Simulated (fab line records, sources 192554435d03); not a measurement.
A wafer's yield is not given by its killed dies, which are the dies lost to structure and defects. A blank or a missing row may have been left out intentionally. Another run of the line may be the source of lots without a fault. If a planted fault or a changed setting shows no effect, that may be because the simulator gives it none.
Which tool is to blame? | flow n5 finfet | Sampling: 24 lots, 72 wafers, 2 of 1938 route steps

WHAT EACH GAUGE READ, for each wafer
N5_BEOL_M3_CD_MEAS_28: target cd 25.7 nm, target cd y 23.3 nm. Usual: cd nm at 25.78 nm, with a standard deviation of 0.25.
lot  | measured     | on        | cd nm (nm)        | flag
L074 | day 7 13:21  | cd sem-01 | 25.62 25.73 25.65 |
L075 | day 7 18:22  | cd sem-01 | 25.44 25.68 25.41 |
L077 | day 7 19:45  | cd sem-02 | 25.77 25.93 25.43 |
L076 | day 7 21:54  | cd sem-01 | 25.95 25.73 25.64 |
L079 | day 8 11:35  | cd sem-01 | 25.72 25.55 25.61 |
L078 | day 8 18:04  | cd sem-02 | 25.41 26.08 25.89 |
L081 | day 9 11:52  | cd sem-02 | 26.04 25.83 26.01 |
L080 | day 9 13:34  | cd sem-01 | 25.68 26.02 25.79 |
L083 | day 9 18:53  | cd sem-01 | 25.89 25.93 26.26 |
L082 | day 10 09:39 | cd sem-01 | 25.88 25.48 25.36 |
L084 | day 10 13:06 | cd sem-01 | 26.01 25.82 25.78 |
L085 | day 10 20:12 | cd sem-02 | 25.52 25.92 25.96 |
L086 | day 10 20:52 | cd sem-02 | 25.83 25.36 26.28 |
L087 | day 11 05:28 | cd sem-01 | 25.95 25.86 25.18 |
L088 | day 11 15:55 | cd sem-03 | 25.81 25.68 26.02 |
L090 | day 11 23:16 | cd sem-02 | 25.98 25.72 25.87 |
L089 | day 12 03:10 | cd sem-02 | 25.58 25.65 25.65 |
L091 | day 12 03:38 | cd sem-01 | 25.66 25.79 25.75 |
L092 | day 12 12:19 | cd sem-03 | 25.79 26.22 25.77 |
L093 | day 12 16:52 | cd sem-03 | 26.08 25.93 25.60 |
L094 | day 12 21:40 | cd sem-02 | 25.95 25.97 25.63 |
L095 | day 13 08:32 | cd sem-01 | 26.31 25.96 26.05 |
L096 | day 13 15:12 | cd sem-01 | 25.92 26.25 26.41 |
L097 | day 13 16:41 | cd sem-03 | 25.61 25.47 25.92 |

N5_BEOL_M3_INSPECT_30: inspects for defects (brightfield). Usual: raw defect count at 383, with a standard deviation of 84.
lot  | measured     | on                | raw defect count | flag
L074 | day 7 13:26  | defect inspect-01 | 324 394 293      |
L075 | day 7 18:28  | defect inspect-01 | 245 410 393      |
L077 | day 7 19:50  | defect inspect-02 | 478 463 477      |
L076 | day 7 21:59  | defect inspect-02 | 386 433 233      |
L079 | day 8 11:41  | defect inspect-01 | 329 321 371      |
L078 | day 8 18:10  | defect inspect-02 | 391 351 466      |
L081 | day 9 11:57  | defect inspect-02 | 288 273 271      |
L080 | day 9 13:39  | defect inspect-02 | 376 440 350      |
L083 | day 9 18:58  | defect inspect-02 | 355 428 528      |
L082 | day 10 09:44 | defect inspect-01 | 316 463 327      |
L084 | day 10 13:11 | defect inspect-01 | 299 402 332      |
L085 | day 10 20:17 | defect inspect-01 | 357 495 344      |
L086 | day 10 20:58 | defect inspect-02 | 210 281 321      |
L087 | day 11 05:33 | defect inspect-01 | 264 334 267      |
L088 | day 11 16:01 | defect inspect-01 | 396 456 303      |
L090 | day 11 23:21 | defect inspect-02 | 418 339 441      |
L089 | day 12 03:15 | defect inspect-02 | 307 278 324      |
L091 | day 12 03:58 | defect inspect-02 | 404 370 423      |
L092 | day 12 12:24 | defect inspect-02 | 423 386 683      |
L093 | day 12 16:58 | defect inspect-02 | 439 333 262      |
L094 | day 12 21:46 | defect inspect-02 | 373 401 428      |
L095 | day 13 08:38 | defect inspect-02 | 482 464 556      |
L096 | day 13 15:17 | defect inspect-02 | 332 295 346      |
L097 | day 13 16:46 | defect inspect-02 | 442 468 509      |

TOOL THAT RAN EACH LOT (tool first, then ch and the chambers of the sampled wafers, then the start)
The record holds no process step before these readings.

WHAT THE TOOLS THEMSELVES READ (means of the sampled wafers that have a number; where no wafer has one, the mark that the record gives instead)
The record holds no such reading with a usual standard deviation.

THE ANSWER, worked out from the rows above alone
Rule: take the mean of a lot's wafers that have a number; if it is more than 3 standard deviations from the usual mean, the lot is off. Also off: a lot with no number at a reading for which 4 or more lots have one. All remaining lots with rows at the step are treated as sound. First the gauges in route order, then the tools' own readings, where a lot's mean is used as printed above. At the first step where some lot is off, the reading lying furthest off is the one used; lots without a number count as furthest.
Nothing can be told from this: no lot is off at any reading shown.

WHAT THE SIMULATOR HAD INSERTED
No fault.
